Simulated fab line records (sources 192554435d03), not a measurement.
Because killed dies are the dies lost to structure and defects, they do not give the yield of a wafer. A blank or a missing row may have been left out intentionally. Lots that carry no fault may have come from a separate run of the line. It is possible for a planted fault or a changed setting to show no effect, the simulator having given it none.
Which tool was responsible? / flow n5Finfet / Sampling: 24 lots, 72 wafers, 6 of 1938 route steps

WHAT THE GAUGES SHOWED, per wafer
N5_FIN_SAQP_THK_MEAS_07. Usual: thkNm reads 60.0 nm (standard deviation 0.88).
lot=L074; measured=day 1 21:09; on=filmMetro-01; thkNm (nm)=60.8 61.2 60.1; flag=
lot=L075; measured=day 2 03:31; on=filmMetro-02; thkNm (nm)=61.0 61.0 61.5; flag=
lot=L076; measured=day 2 09:33; on=filmMetro-02; thkNm (nm)=59.7 59.2 60.4; flag=
lot=L077; measured=day 2 15:40; on=filmMetro-02; thkNm (nm)=58.5 60.9 59.2; flag=
lot=L078; measured=day 2 22:34; on=filmMetro-01; thkNm (nm)=59.6 59.2 60.1; flag=
lot=L079; measured=day 3 03:05; on=filmMetro-01; thkNm (nm)=60.2 59.5 60.1; flag=
lot=L080; measured=day 3 09:58; on=filmMetro-01; thkNm (nm)=59.1 60.5 60.0; flag=
lot=L081; measured=day 3 15:32; on=filmMetro-01; thkNm (nm)=59.7 59.6 60.0; flag=
lot=L082; measured=day 3 22:05; on=filmMetro-02; thkNm (nm)=59.8 60.8 60.7; flag=
lot=L083; measured=day 4 03:55; on=filmMetro-01; thkNm (nm)=60.3 59.3 60.1; flag=
lot=L084; measured=day 4 08:47; on=filmMetro-02; thkNm (nm)=60.3 59.9 60.8; flag=
lot=L085; measured=day 4 15:01; on=filmMetro-02; thkNm (nm)=60.0 60.2 60.7; flag=
lot=L086; measured=day 4 23:39; on=filmMetro-02; thkNm (nm)=59.7 60.2 60.6; flag=
lot=L087; measured=day 5 05:26; on=filmMetro-02; thkNm (nm)=60.2 61.2 60.6; flag=
lot=L088; measured=day 5 08:50; on=filmMetro-01; thkNm (nm)=59.1 58.3 60.1; flag=
lot=L089; measured=day 5 15:14; on=filmMetro-01; thkNm (nm)=60.5 61.2 62.0; flag=
lot=L090; measured=day 5 21:11; on=filmMetro-01; thkNm (nm)=59.8 60.8 61.5; flag=
lot=L091; measured=day 6 03:52; on=filmMetro-01; thkNm (nm)=60.2 60.5 61.4; flag=
lot=L092; measured=day 6 08:50; on=filmMetro-02; thkNm (nm)=59.1 59.8 59.9; flag=
lot=L093; measured=day 6 14:59; on=filmMetro-01; thkNm (nm)=59.9 59.0 59.4; flag=
lot=L094; measured=day 6 21:16; on=filmMetro-01; thkNm (nm)=59.9 59.6 60.9; flag=
lot=L095; measured=day 7 03:13; on=filmMetro-02; thkNm (nm)=58.8 59.8 60.7; flag=
lot=L096; measured=day 7 10:19; on=filmMetro-02; thkNm (nm)=58.0 57.4 58.7; flag=
lot=L097; measured=day 7 18:28; on=filmMetro-01; thkNm (nm)=57.6 59.7 59.4; flag=

N5_FIN_SAQP_OVL_MEAS_17. Usual: for FIN_CORE_OVL the level is -0.1 nm and the standard deviation is 0.84.
lot=L074; measured=day 1 21:33; on=overlay-02; FIN_CORE_OVL (nm)=0.4 0.0 0.2; flag=
lot=L075; measured=day 2 03:55; on=overlay-01; FIN_CORE_OVL (nm)=-0.6 -0.2 -1.8; flag=
lot=L076; measured=day 2 10:05; on=overlay-01; FIN_CORE_OVL (nm)=0.5 1.3 1.0; flag=
lot=L077; measured=day 2 16:13; on=overlay-01; FIN_CORE_OVL (nm)=0.2 0.4 0.1; flag=
lot=L078; measured=day 2 23:05; on=overlay-02; FIN_CORE_OVL (nm)=-0.1 -0.2 -0.8; flag=
lot=L079; measured=day 3 03:29; on=overlay-01; FIN_CORE_OVL (nm)=-1.5 -0.4 -0.2; flag=
lot=L080; measured=day 3 10:29; on=overlay-01; FIN_CORE_OVL (nm)=-1.1 0.7 -0.8; flag=
lot=L081; measured=day 3 16:04; on=overlay-01; FIN_CORE_OVL (nm)=0.3 0.8 0.3; flag=
lot=L082; measured=day 3 22:36; on=overlay-01; FIN_CORE_OVL (nm)=-0.5 -0.8 -0.6; flag=
lot=L083; measured=day 4 04:19; on=overlay-01; FIN_CORE_OVL (nm)=0.0 1.1 0.4; flag=
lot=L084; measured=day 4 09:19; on=overlay-02; FIN_CORE_OVL (nm)=-0.3 0.0 0.1; flag=
lot=L085; measured=day 4 15:25; on=overlay-01; FIN_CORE_OVL (nm)=0.0 0.1 0.9; flag=
lot=L086; measured=day 5 00:12; on=overlay-02; FIN_CORE_OVL (nm)=-0.1 0.6 -0.2; flag=
lot=L087; measured=day 5 05:57; on=overlay-01; FIN_CORE_OVL (nm)=1.8 1.1 0.2; flag=
lot=L088; measured=day 5 09:14; on=overlay-01; FIN_CORE_OVL (nm)=0.6 -0.9 -0.4; flag=
lot=L089; measured=day 5 15:45; on=overlay-01; FIN_CORE_OVL (nm)=0.5 0.5 0.4; flag=
lot=L090; measured=day 5 21:42; on=overlay-02; FIN_CORE_OVL (nm)=-0.1 -0.5 0.8; flag=
lot=L091; measured=day 6 04:25; on=overlay-01; FIN_CORE_OVL (nm)=-0.1 -1.1 -1.0; flag=
lot=L092; measured=day 6 09:14; on=overlay-01; FIN_CORE_OVL (nm)=-1.0 -1.6 -0.4; flag=
lot=L093; measured=day 6 15:31; on=overlay-02; FIN_CORE_OVL (nm)=-0.3 -0.4 -0.6; flag=
lot=L094; measured=day 6 21:47; on=overlay-02; FIN_CORE_OVL (nm)=-1.2 -1.0 0.5; flag=
lot=L095; measured=day 7 03:44; on=overlay-01; FIN_CORE_OVL (nm)=-0.7 -0.4 -1.3; flag=
lot=L096; measured=day 7 10:50; on=overlay-01; FIN_CORE_OVL (nm)=2.3 0.6 2.2; flag=
lot=L097; measured=day 7 19:01; on=overlay-02; FIN_CORE_OVL (nm)=0.6 -0.7 0.3; flag=

N5_FIN_SAQP_CD_MEAS_27: the cd target is 20 nm. Usual: cdNm reads 20.18 nm (standard deviation 0.27).
lot=L074; measured=day 1 23:43; on=cdSem-01; cdNm (nm)=20.36 20.30 20.15; flag=
lot=L075; measured=day 2 06:04; on=cdSem-01; cdNm (nm)=20.37 20.02 20.60; flag=
lot=L076; measured=day 2 12:08; on=cdSem-03; cdNm (nm)=20.17 20.25 20.09; flag=
lot=L077; measured=day 2 18:30; on=cdSem-02; cdNm (nm)=19.97 20.04 20.17; flag=
lot=L078; measured=day 3 02:01; on=cdSem-02; cdNm (nm)=20.15 20.09 20.07; flag=
lot=L079; measured=day 3 05:34; on=cdSem-02; cdNm (nm)=20.37 20.30 20.55; flag=
lot=L080; measured=day 3 12:46; on=cdSem-01; cdNm (nm)=20.24 20.08 19.74; flag=
lot=L081; measured=day 3 18:08; on=cdSem-03; cdNm (nm)=20.14 20.69 20.36; flag=
lot=L082; measured=day 4 00:42; on=cdSem-01; cdNm (nm)=20.34 19.99 20.33; flag=
lot=L083; measured=day 4 06:23; on=cdSem-03; cdNm (nm)=20.40 20.32 19.99; flag=
lot=L084; measured=day 4 11:52; on=cdSem-01; cdNm (nm)=20.03 20.51 19.91; flag=
lot=L085; measured=day 4 17:30; on=cdSem-02; cdNm (nm)=20.09 19.79 20.24; flag=
lot=L086; measured=day 5 02:23; on=cdSem-01; cdNm (nm)=20.18 20.52 20.29; flag=
lot=L087; measured=day 5 09:46; on=cdSem-02; cdNm (nm)=20.22 20.15 20.40; flag=
lot=L088; measured=day 5 11:50; on=cdSem-01; cdNm (nm)=20.43 20.41 20.50; flag=
lot=L089; measured=day 5 17:50; on=cdSem-02; cdNm (nm)=20.36 20.39 20.41; flag=
lot=L090; measured=day 5 23:46; on=cdSem-03; cdNm (nm)=20.12 19.77 20.21; flag=
lot=L091; measured=day 6 06:42; on=cdSem-03; cdNm (nm)=20.36 19.85 20.40; flag=
lot=L092; measured=day 6 11:36; on=cdSem-02; cdNm (nm)=19.77 20.16 20.05; flag=
lot=L093; measured=day 6 17:35; on=cdSem-02; cdNm (nm)=20.49 20.48 20.15; flag=
lot=L094; measured=day 7 00:24; on=cdSem-03; cdNm (nm)=20.28 20.01 20.19; flag=
lot=L095; measured=day 7 06:06; on=cdSem-03; cdNm (nm)=20.19 19.97 19.69; flag=
lot=L096; measured=day 7 12:58; on=cdSem-03; cdNm (nm)=20.60 20.02 19.94; flag=
lot=L097; measured=day 7 21:05; on=cdSem-02; cdNm (nm)=20.46 20.15 20.19; flag=

WHICH TOOL RAN EACH LOT (tool, then ch and the chambers of the sampled wafers, then the start)
lot=L074; N5_FIN_SAQP_HM_DEP_03=pecvd-04 ch 0,2, day 1 20:47; N5_FIN_SAQP_HM_DEP_72=pecvd-03 ch 0,2, day 1 21:11; N5_FIN_SAQP_SPACER1_ETCHBACK_25=rieDiel-03 ch 2,3, day 1 23:30
lot=L075; N5_FIN_SAQP_HM_DEP_03=pecvd-02 ch 0,2, day 2 03:10; N5_FIN_SAQP_HM_DEP_72=pecvd-03 ch 0,2, day 2 03:34; N5_FIN_SAQP_SPACER1_ETCHBACK_25=rieDiel-04 ch 0,1,2, day 2 05:51
lot=L076; N5_FIN_SAQP_HM_DEP_03=pecvd-04 ch 0,1, day 2 09:14; N5_FIN_SAQP_HM_DEP_72=pecvd-03 ch 0,1,2, day 2 09:35; N5_FIN_SAQP_SPACER1_ETCHBACK_25=rieDiel-04 ch 1,2,3, day 2 11:56
lot=L077; N5_FIN_SAQP_HM_DEP_03=pecvd-04 ch 0,1, day 2 15:23; N5_FIN_SAQP_HM_DEP_72=pecvd-04 ch 0,1, day 2 15:44; N5_FIN_SAQP_SPACER1_ETCHBACK_25=rieDiel-04 ch 2,3, day 2 18:17
lot=L078; N5_FIN_SAQP_HM_DEP_03=pecvd-02 ch 1,2, day 2 22:16; N5_FIN_SAQP_HM_DEP_72=pecvd-02 ch 0,1, day 2 22:36; N5_FIN_SAQP_SPACER1_ETCHBACK_25=rieDiel-04 ch 0,2, day 3 01:49
lot=L079; N5_FIN_SAQP_HM_DEP_03=pecvd-04 ch 0,1,2, day 3 02:49; N5_FIN_SAQP_HM_DEP_72=pecvd-02 ch 0,1,2, day 3 03:09; N5_FIN_SAQP_SPACER1_ETCHBACK_25=rieDiel-04 ch 1,2,3, day 3 05:21
lot=L080; N5_FIN_SAQP_HM_DEP_03=pecvd-03 ch 0,1, day 3 09:37; N5_FIN_SAQP_HM_DEP_72=pecvd-03 ch 0,1,2, day 3 10:01; N5_FIN_SAQP_SPACER1_ETCHBACK_25=rieDiel-05 ch 1,2,3, day 3 12:34
lot=L081; N5_FIN_SAQP_HM_DEP_03=pecvd-04 ch 0,2, day 3 15:15; N5_FIN_SAQP_HM_DEP_72=pecvd-04 ch 0,1, day 3 15:35; N5_FIN_SAQP_SPACER1_ETCHBACK_25=rieDiel-05 ch 0,1,2, day 3 17:56
lot=L082; N5_FIN_SAQP_HM_DEP_03=pecvd-04 ch 0,1,2, day 3 21:47; N5_FIN_SAQP_HM_DEP_72=pecvd-04 ch 0,1, day 3 22:07; N5_FIN_SAQP_SPACER1_ETCHBACK_25=rieDiel-04 ch 0,2,3, day 4 00:30
lot=L083; N5_FIN_SAQP_HM_DEP_03=pecvd-03 ch 0,1,2, day 4 03:34; N5_FIN_SAQP_HM_DEP_72=pecvd-04 ch 0,1,2, day 4 03:58; N5_FIN_SAQP_SPACER1_ETCHBACK_25=rieDiel-04 ch 1,2, day 4 06:10
lot=L084; N5_FIN_SAQP_HM_DEP_03=pecvd-04 ch 0,2, day 4 08:29; N5_FIN_SAQP_HM_DEP_72=pecvd-02 ch 0,1,2, day 4 08:51; N5_FIN_SAQP_SPACER1_ETCHBACK_25=rieDiel-05 ch 0,3, day 4 11:40
lot=L085; N5_FIN_SAQP_HM_DEP_03=pecvd-03 ch 0,1,2, day 4 14:39; N5_FIN_SAQP_HM_DEP_72=pecvd-02 ch 0,1,2, day 4 15:03; N5_FIN_SAQP_SPACER1_ETCHBACK_25=rieDiel-04 ch 1,2,3, day 4 17:18
lot=L086; N5_FIN_SAQP_HM_DEP_03=pecvd-02 ch 0,2, day 4 23:17; N5_FIN_SAQP_HM_DEP_72=pecvd-04 ch 0,2, day 4 23:41; N5_FIN_SAQP_SPACER1_ETCHBACK_25=rieDiel-05 ch 2,3, day 5 02:11
lot=L087; N5_FIN_SAQP_HM_DEP_03=pecvd-03 ch 0,1, day 5 05:04; N5_FIN_SAQP_HM_DEP_72=pecvd-03 ch 0,1,2, day 5 05:28; N5_FIN_SAQP_SPACER1_ETCHBACK_25=rieDiel-05 ch 0,2,3, day 5 09:34
lot=L088; N5_FIN_SAQP_HM_DEP_03=pecvd-02 ch 0,1,2, day 5 08:29; N5_FIN_SAQP_HM_DEP_72=pecvd-03 ch 0,1,2, day 5 08:53; N5_FIN_SAQP_SPACER1_ETCHBACK_25=rieDiel-05 ch 0,1,3, day 5 11:38
lot=L089; N5_FIN_SAQP_HM_DEP_03=pecvd-03 ch 1,2, day 5 14:56; N5_FIN_SAQP_HM_DEP_72=pecvd-03 ch 0,2, day 5 15:16; N5_FIN_SAQP_SPACER1_ETCHBACK_25=rieDiel-03 ch 1,3, day 5 17:38
lot=L090; N5_FIN_SAQP_HM_DEP_03=pecvd-04 ch 0,2, day 5 20:51; N5_FIN_SAQP_HM_DEP_72=pecvd-03 ch 0,1,2, day 5 21:13; N5_FIN_SAQP_SPACER1_ETCHBACK_25=rieDiel-05 ch 0,3, day 5 23:34
lot=L091; N5_FIN_SAQP_HM_DEP_03=pecvd-04 ch 0,1, day 6 03:34; N5_FIN_SAQP_HM_DEP_72=pecvd-03 ch 0,2, day 6 03:54; N5_FIN_SAQP_SPACER1_ETCHBACK_25=rieDiel-03 ch 0,1,3, day 6 06:30
lot=L092; N5_FIN_SAQP_HM_DEP_03=pecvd-04 ch 0,2, day 6 08:32; N5_FIN_SAQP_HM_DEP_72=pecvd-04 ch 0,1,2, day 6 08:52; N5_FIN_SAQP_SPACER1_ETCHBACK_25=rieDiel-03 ch 1,2,3, day 6 11:24
lot=L093; N5_FIN_SAQP_HM_DEP_03=pecvd-03 ch 0,1,2, day 6 14:42; N5_FIN_SAQP_HM_DEP_72=pecvd-04 ch 0,1,2, day 6 15:02; N5_FIN_SAQP_SPACER1_ETCHBACK_25=rieDiel-04 ch 1,2,3, day 6 17:23
lot=L094; N5_FIN_SAQP_HM_DEP_03=pecvd-02 ch 0,1,2, day 6 20:58; N5_FIN_SAQP_HM_DEP_72=pecvd-03 ch 0,1,2, day 6 21:17; N5_FIN_SAQP_SPACER1_ETCHBACK_25=rieDiel-03 ch 2,3, day 7 00:12
lot=L095; N5_FIN_SAQP_HM_DEP_03=pecvd-02 ch 0,1,2, day 7 02:55; N5_FIN_SAQP_HM_DEP_72=pecvd-02 ch 0,1,2, day 7 03:14; N5_FIN_SAQP_SPACER1_ETCHBACK_25=rieDiel-04 ch 0,1,2, day 7 05:53
lot=L096; N5_FIN_SAQP_HM_DEP_03=pecvd-02 ch 0,1,2, day 7 10:01; N5_FIN_SAQP_HM_DEP_72=pecvd-02 ch 0,2, day 7 10:21; N5_FIN_SAQP_SPACER1_ETCHBACK_25=rieDiel-03 ch 0,2, day 7 12:46
lot=L097; N5_FIN_SAQP_HM_DEP_03=pecvd-03 ch 0,2, day 7 18:10; N5_FIN_SAQP_HM_DEP_72=pecvd-04 ch 0,2, day 7 18:30; N5_FIN_SAQP_SPACER1_ETCHBACK_25=rieDiel-03 ch 0,2, day 7 20:53
- N5_FIN_SAQP_HM_DEP_03: deposits SiNx from SiH4/NH3/N2, target thk 38 nm, time 33.6 s.
- N5_FIN_SAQP_HM_DEP_72: deposits SiO2 from SiH4/N2O, target thk 12 nm, time 7.2 s.
- N5_FIN_SAQP_SPACER1_ETCHBACK_25: etches SiO2 in CHF3/O2, target depth 24.4 nm, time 12.2 s.

AS READ BY THE TOOLS THEMSELVES (means over the sampled wafers that have a number; for cases with no such wafer, the mark the record gives instead)
N5_FIN_SAQP_HM_DEP_03. Usual: heaterPowerW 767 W, standard deviation 140; showerheadPlenumPTorr 5.18 Torr, standard deviation 0.099; throttleValvePct 41 %, standard deviation 3.3.
lot=L074; tool=pecvd-04; heaterPowerW (W)=813; showerheadPlenumPTorr (Torr)=5.17; throttleValvePct (%)=43; flag=
lot=L075; tool=pecvd-02; heaterPowerW (W)=711; showerheadPlenumPTorr (Torr)=5.23; throttleValvePct (%)=39; flag=
lot=L076; tool=pecvd-04; heaterPowerW (W)=729; showerheadPlenumPTorr (Torr)=5.31; throttleValvePct (%)=45; flag=
lot=L077; tool=pecvd-04; heaterPowerW (W)=666; showerheadPlenumPTorr (Torr)=5.24; throttleValvePct (%)=45; flag=
lot=L078; tool=pecvd-02; heaterPowerW (W)=942; showerheadPlenumPTorr (Torr)=5.22; throttleValvePct (%)=39; flag=
lot=L079; tool=pecvd-04; heaterPowerW (W)=768; showerheadPlenumPTorr (Torr)=5.23; throttleValvePct (%)=42; flag=
lot=L080; tool=pecvd-03; heaterPowerW (W)=831; showerheadPlenumPTorr (Torr)=5.15; throttleValvePct (%)=42; flag=
lot=L081; tool=pecvd-04; heaterPowerW (W)=858; showerheadPlenumPTorr (Torr)=5.15; throttleValvePct (%)=39; flag=
lot=L082; tool=pecvd-04; heaterPowerW (W)=789; showerheadPlenumPTorr (Torr)=5.23; throttleValvePct (%)=42; flag=
lot=L083; tool=pecvd-03; heaterPowerW (W)=753; showerheadPlenumPTorr (Torr)=5.13; throttleValvePct (%)=40; flag=
lot=L084; tool=pecvd-04; heaterPowerW (W)=844; showerheadPlenumPTorr (Torr)=5.15; throttleValvePct (%)=39; flag=
lot=L085; tool=pecvd-03; heaterPowerW (W)=733; showerheadPlenumPTorr (Torr)=5.12; throttleValvePct (%)=40; flag=
lot=L086; tool=pecvd-02; heaterPowerW (W)=665; showerheadPlenumPTorr (Torr)=5.18; throttleValvePct (%)=41; flag=
lot=L087; tool=pecvd-03; heaterPowerW (W)=717; showerheadPlenumPTorr (Torr)=5.10; throttleValvePct (%)=40; flag=
lot=L088; tool=pecvd-02; heaterPowerW (W)=809; showerheadPlenumPTorr (Torr)=5.18; throttleValvePct (%)=40; flag=
lot=L089; tool=pecvd-03; heaterPowerW (W)=730; showerheadPlenumPTorr (Torr)=5.14; throttleValvePct (%)=40; flag=
lot=L090; tool=pecvd-04; heaterPowerW (W)=832; showerheadPlenumPTorr (Torr)=5.15; throttleValvePct (%)=39; flag=
lot=L091; tool=pecvd-04; heaterPowerW (W)=735; showerheadPlenumPTorr (Torr)=5.25; throttleValvePct (%)=42; flag=
lot=L092; tool=pecvd-04; heaterPowerW (W)=784; showerheadPlenumPTorr (Torr)=5.17; throttleValvePct (%)=42; flag=
lot=L093; tool=pecvd-03; heaterPowerW (W)=749; showerheadPlenumPTorr (Torr)=5.12; throttleValvePct (%)=40; flag=
lot=L094; tool=pecvd-02; heaterPowerW (W)=759; showerheadPlenumPTorr (Torr)=5.18; throttleValvePct (%)=41; flag=
lot=L095; tool=pecvd-02; heaterPowerW (W)=798; showerheadPlenumPTorr (Torr)=5.19; throttleValvePct (%)=41; flag=
lot=L096; tool=pecvd-02; heaterPowerW (W)=839; showerheadPlenumPTorr (Torr)=5.17; throttleValvePct (%)=41; flag=
lot=L097; tool=pecvd-03; heaterPowerW (W)=709; showerheadPlenumPTorr (Torr)=5.08; throttleValvePct (%)=38; flag=

N5_FIN_SAQP_HM_DEP_72. Usual: heaterPowerW 761 W, standard deviation 140; showerheadPlenumPTorr 8.21 Torr, standard deviation 0.19.
lot=L074; tool=pecvd-03; heaterPowerW (W)=653; showerheadPlenumPTorr (Torr)=8.03; flag=
lot=L075; tool=pecvd-03; heaterPowerW (W)=687; showerheadPlenumPTorr (Torr)=7.99; flag=
lot=L076; tool=pecvd-03; heaterPowerW (W)=788; showerheadPlenumPTorr (Torr)=8.11; flag=
lot=L077; tool=pecvd-04; heaterPowerW (W)=656; showerheadPlenumPTorr (Torr)=8.51; flag=
lot=L078; tool=pecvd-02; heaterPowerW (W)=862; showerheadPlenumPTorr (Torr)=8.11; flag=
lot=L079; tool=pecvd-02; heaterPowerW (W)=748; showerheadPlenumPTorr (Torr)=8.22; flag=
lot=L080; tool=pecvd-03; heaterPowerW (W)=696; showerheadPlenumPTorr (Torr)=8.10; flag=
lot=L081; tool=pecvd-04; heaterPowerW (W)=738; showerheadPlenumPTorr (Torr)=8.50; flag=
lot=L082; tool=pecvd-04; heaterPowerW (W)=687; showerheadPlenumPTorr (Torr)=8.37; flag=
lot=L083; tool=pecvd-04; heaterPowerW (W)=778; showerheadPlenumPTorr (Torr)=8.34; flag=
lot=L084; tool=pecvd-02; heaterPowerW (W)=840; showerheadPlenumPTorr (Torr)=8.24; flag=
lot=L085; tool=pecvd-02; heaterPowerW (W)=814; showerheadPlenumPTorr (Torr)=8.22; flag=
lot=L086; tool=pecvd-04; heaterPowerW (W)=793; showerheadPlenumPTorr (Torr)=8.17; flag=
lot=L087; tool=pecvd-03; heaterPowerW (W)=720; showerheadPlenumPTorr (Torr)=8.10; flag=
lot=L088; tool=pecvd-03; heaterPowerW (W)=745; showerheadPlenumPTorr (Torr)=8.12; flag=
lot=L089; tool=pecvd-03; heaterPowerW (W)=655; showerheadPlenumPTorr (Torr)=8.03; flag=
lot=L090; tool=pecvd-03; heaterPowerW (W)=781; showerheadPlenumPTorr (Torr)=8.11; flag=
lot=L091; tool=pecvd-03; heaterPowerW (W)=703; showerheadPlenumPTorr (Torr)=8.00; flag=
lot=L092; tool=pecvd-04; heaterPowerW (W)=765; showerheadPlenumPTorr (Torr)=8.33; flag=
lot=L093; tool=pecvd-04; heaterPowerW (W)=777; showerheadPlenumPTorr (Torr)=8.33; flag=
lot=L094; tool=pecvd-03; heaterPowerW (W)=694; showerheadPlenumPTorr (Torr)=8.11; flag=
lot=L095; tool=pecvd-02; heaterPowerW (W)=823; showerheadPlenumPTorr (Torr)=8.24; flag=
lot=L096; tool=pecvd-02; heaterPowerW (W)=668; showerheadPlenumPTorr (Torr)=8.25; flag=
lot=L097; tool=pecvd-04; heaterPowerW (W)=793; showerheadPlenumPTorr (Torr)=8.18; flag=

N5_FIN_SAQP_SPACER1_ETCHBACK_25. Usual: drypumpMotorCurrentA 5.7 A, standard deviation 0.47; oes_f_703_au 0.77 a.u., standard deviation 0.075; oesProductAu 0.76 a.u., standard deviation 0.074; rfVppV 526 V, standard deviation 13; showerheadPlenumPTorr 2.37 Torr, standard deviation 0.09; throttleValvePct 18.94 %, standard deviation 0.19.
lot=L074; tool=rieDiel-03; drypumpMotorCurrentA (A)=5.3; oes_f_703_au (a.u.)=0.81; oesProductAu (a.u.)=0.79; rfVppV (V)=526; showerheadPlenumPTorr (Torr)=2.38; throttleValvePct (%)=18.83; flag=
lot=L075; tool=rieDiel-04; drypumpMotorCurrentA (A)=5.5; oes_f_703_au (a.u.)=0.76; oesProductAu (a.u.)=0.74; rfVppV (V)=520; showerheadPlenumPTorr (Torr)=2.36; throttleValvePct (%)=18.93; flag=
lot=L076; tool=rieDiel-04; drypumpMotorCurrentA (A)=5.5; oes_f_703_au (a.u.)=0.76; oesProductAu (a.u.)=0.74; rfVppV (V)=522; showerheadPlenumPTorr (Torr)=2.31; throttleValvePct (%)=19.02; flag=
lot=L077; tool=rieDiel-04; drypumpMotorCurrentA (A)=5.9; oes_f_703_au (a.u.)=0.77; oesProductAu (a.u.)=0.73; rfVppV (V)=509; showerheadPlenumPTorr (Torr)=2.31; throttleValvePct (%)=19.09; flag=
lot=L078; tool=rieDiel-04; drypumpMotorCurrentA (A)=5.9; oes_f_703_au (a.u.)=0.76; oesProductAu (a.u.)=0.73; rfVppV (V)=506; showerheadPlenumPTorr (Torr)=2.36; throttleValvePct (%)=19.01; flag=
lot=L079; tool=rieDiel-04; drypumpMotorCurrentA (A)=5.4; oes_f_703_au (a.u.)=0.75; oesProductAu (a.u.)=0.73; rfVppV (V)=525; showerheadPlenumPTorr (Torr)=2.31; throttleValvePct (%)=19.03; flag=
lot=L080; tool=rieDiel-05; drypumpMotorCurrentA (A)=6.3; oes_f_703_au (a.u.)=0.76; oesProductAu (a.u.)=0.78; rfVppV (V)=536; showerheadPlenumPTorr (Torr)=2.38; throttleValvePct (%)=18.82; flag=
lot=L081; tool=rieDiel-05; drypumpMotorCurrentA (A)=6.2; oes_f_703_au (a.u.)=0.70; oesProductAu (a.u.)=0.71; rfVppV (V)=539; showerheadPlenumPTorr (Torr)=2.31; throttleValvePct (%)=18.89; flag=
lot=L082; tool=rieDiel-04; drypumpMotorCurrentA (A)=5.6; oes_f_703_au (a.u.)=0.76; oesProductAu (a.u.)=0.72; rfVppV (V)=514; showerheadPlenumPTorr (Torr)=2.35; throttleValvePct (%)=18.95; flag=
lot=L083; tool=rieDiel-04; drypumpMotorCurrentA (A)=5.3; oes_f_703_au (a.u.)=0.73; oesProductAu (a.u.)=0.72; rfVppV (V)=530; showerheadPlenumPTorr (Torr)=2.31; throttleValvePct (%)=19.05; flag=
lot=L084; tool=rieDiel-05; drypumpMotorCurrentA (A)=5.9; oes_f_703_au (a.u.)=0.74; oesProductAu (a.u.)=0.74; rfVppV (V)=530; showerheadPlenumPTorr (Torr)=2.42; throttleValvePct (%)=18.89; flag=
lot=L085; tool=rieDiel-04; drypumpMotorCurrentA (A)=5.4; oes_f_703_au (a.u.)=0.74; oesProductAu (a.u.)=0.73; rfVppV (V)=522; showerheadPlenumPTorr (Torr)=2.30; throttleValvePct (%)=19.06; flag=
lot=L086; tool=rieDiel-05; drypumpMotorCurrentA (A)=6.0; oes_f_703_au (a.u.)=0.83; oesProductAu (a.u.)=0.84; rfVppV (V)=527; showerheadPlenumPTorr (Torr)=2.47; throttleValvePct (%)=18.73; flag=
lot=L087; tool=rieDiel-05; drypumpMotorCurrentA (A)=6.0; oes_f_703_au (a.u.)=0.76; oesProductAu (a.u.)=0.77; rfVppV (V)=530; showerheadPlenumPTorr (Torr)=2.41; throttleValvePct (%)=18.81; flag=
lot=L088; tool=rieDiel-05; drypumpMotorCurrentA (A)=6.1; oes_f_703_au (a.u.)=0.72; oesProductAu (a.u.)=0.73; rfVppV (V)=537; showerheadPlenumPTorr (Torr)=2.39; throttleValvePct (%)=18.92; flag=
lot=L089; tool=rieDiel-03; drypumpMotorCurrentA (A)=5.8; oes_f_703_au (a.u.)=0.78; oesProductAu (a.u.)=0.77; rfVppV (V)=523; showerheadPlenumPTorr (Torr)=2.36; throttleValvePct (%)=19.15; flag=
lot=L090; tool=rieDiel-05; drypumpMotorCurrentA (A)=5.9; oes_f_703_au (a.u.)=0.73; oesProductAu (a.u.)=0.72; rfVppV (V)=530; showerheadPlenumPTorr (Torr)=2.42; throttleValvePct (%)=18.90; flag=
lot=L091; tool=rieDiel-03; drypumpMotorCurrentA (A)=5.6; oes_f_703_au (a.u.)=0.83; oesProductAu (a.u.)=0.81; rfVppV (V)=524; showerheadPlenumPTorr (Torr)=2.44; throttleValvePct (%)=18.94; flag=
lot=L092; tool=rieDiel-03; drypumpMotorCurrentA (A)=5.5; oes_f_703_au (a.u.)=0.78; oesProductAu (a.u.)=0.78; rfVppV (V)=526; showerheadPlenumPTorr (Torr)=2.36; throttleValvePct (%)=19.05; flag=
lot=L093; tool=rieDiel-04; drypumpMotorCurrentA (A)=5.5; oes_f_703_au (a.u.)=0.73; oesProductAu (a.u.)=0.71; rfVppV (V)=523; showerheadPlenumPTorr (Torr)=2.29; throttleValvePct (%)=19.09; flag=
lot=L094; tool=rieDiel-03; drypumpMotorCurrentA (A)=5.3; oes_f_703_au (a.u.)=0.78; oesProductAu (a.u.)=0.79; rfVppV (V)=530; showerheadPlenumPTorr (Torr)=2.36; throttleValvePct (%)=18.93; flag=
lot=L095; tool=rieDiel-04; drypumpMotorCurrentA (A)=5.5; oes_f_703_au (a.u.)=0.84; oesProductAu (a.u.)=0.81; rfVppV (V)=519; showerheadPlenumPTorr (Torr)=2.35; throttleValvePct (%)=18.87; flag=
lot=L096; tool=rieDiel-03; drypumpMotorCurrentA (A)=5.3; oes_f_703_au (a.u.)=0.84; oesProductAu (a.u.)=0.84; rfVppV (V)=530; showerheadPlenumPTorr (Torr)=2.42; throttleValvePct (%)=18.86; flag=
lot=L097; tool=rieDiel-03; drypumpMotorCurrentA (A)=5.3; oes_f_703_au (a.u.)=0.84; oesProductAu (a.u.)=0.84; rfVppV (V)=531; showerheadPlenumPTorr (Torr)=2.42; throttleValvePct (%)=18.89; flag=

THE ANSWER, worked out from the rows above alone
Rule: a lot is off if the mean of its wafers that have a number lies more than 3 standard deviations from the usual mean. Also off: a lot with no number at a reading for which 4 or more lots have one. All remaining lots with rows at the step are treated as sound. The gauges are gone through in route order, then the tools' own readings, and for those a lot's mean is taken as printed above. The first step at which some lot is off is used, and at that step the reading that is off furthest; a lot without a number counts as furthest.
Across all readings shown, no lot is off: no conclusion can be drawn from this.

WHAT THE SIMULATOR HAD INSERTED
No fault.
